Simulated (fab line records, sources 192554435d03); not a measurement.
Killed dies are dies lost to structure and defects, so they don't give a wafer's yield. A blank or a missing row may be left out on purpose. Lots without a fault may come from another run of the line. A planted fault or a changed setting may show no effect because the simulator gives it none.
Problem report in the 8D (eight disciplines) form, filled by code | flow n5_finfet | the parts of the form that need people (team, actions taken, sign-off) are left out

1. THE PROBLEM
spin_speed_rpm at N5_MOL_CONTACT_COAG_COAT_76 reads a mean of 1582.6 rpm on 6 wafers of 2 lots; wafers without a fault read 1500.0 rpm with a standard deviation of 1. That is +83 standard deviations from the usual mean.
The step: time 60 s, resist thk 10 nm.
First seen on wafer L804.1, day 6 11:35, on litho_track-02. The record holds 27 wafers of 9 lots with a number at this step. Rule for "out", or "out of limits": more than 4 standard deviations from the usual mean. The other wafers with a number count as sound.

2. WHAT IT IS AND WHAT IT IS NOT
question                    | is                     | is not
which readings at this step | spin_speed_rpm         | -
which lots                  | L804, L805             | L799, L800, L815, L816, L818, L820, L821
which wafers of those lots  | all that have a number | -
read on which tools         | litho_track-02         | litho_track-01, litho_track-05
when                        | from day 6 11:35       | up to then (6 sound wafers); but 15 sound wafers of L815, L816, L818, L820, L821 came after

3. SUSPECTS, AND WHAT RULES EACH OUT
Counting: a tool at a process step up to the reading stays a suspect if it ran every lot that is out and no sound lot after the first of them.
- rie_diel-03 at N5_MOL_CONTACT_COAG_CONTACT_ETCH_14 (etches SiO2 in C4F6/O2, target depth 27.5 nm, overetch 8.5 nm, time 20 s): ruled out as a lasting fault. Sound lots L821 ran on it after its first lot that is out, L804 (day 6 03:31).
- pvd_sputter-02 at N5_MOL_CONTACT_COAG_SPUTTER_130 (material Co, target thk 47.5 nm): ruled out as a lasting fault. Sound lots L816, L820, L821 ran on it after its first lot that is out, L804 (day 6 08:06).
- litho_track-02 at N5_MOL_CONTACT_COAG_COAT_76 (time 60 s, resist thk 10 nm): ruled out as a lasting fault. Sound lots L815, L816 ran on it after its first lot that is out, L804 (day 6 11:35).
Left after counting: nothing in the record.

4. THE CAUSE (what the simulator had put in)
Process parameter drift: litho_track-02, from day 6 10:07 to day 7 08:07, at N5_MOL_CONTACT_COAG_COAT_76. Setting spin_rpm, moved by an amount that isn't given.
Counting ruled it out, wrongly.

5. THE CHAIN OF EFFECTS, in route order
Each row: a reading whose mean over the struck wafers that have a number lies more than 3 standard deviations from the usual. Only readings for which the record gives a usual standard deviation are gone through. hours: the time from each lot's start at the first step in this table that gives one to its start at this step, as a median over the lots. sigmas: the change in usual standard deviations.
hours | step                        | reading        | usual      | on struck wafers | change | sigmas
0     | N5_MOL_CONTACT_COAG_COAT_76 | spin_speed_rpm | 1500.0 rpm | 1582.6           | +82.6  | +83
The process steps in it:
- N5_MOL_CONTACT_COAG_COAT_76: time 60 s, resist thk 10 nm.
Later measuring or inspecting steps at which every struck wafer that the step has a row for has a number for every such reading, and none has moved that far: N5_BEOL_M4_RC_MEAS_101.

6. WHAT WOULD HAVE CAUGHT IT SOONER
In this record the first reading out of limits was taken at day 6 11:35, 1 hour after the fault began at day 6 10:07.
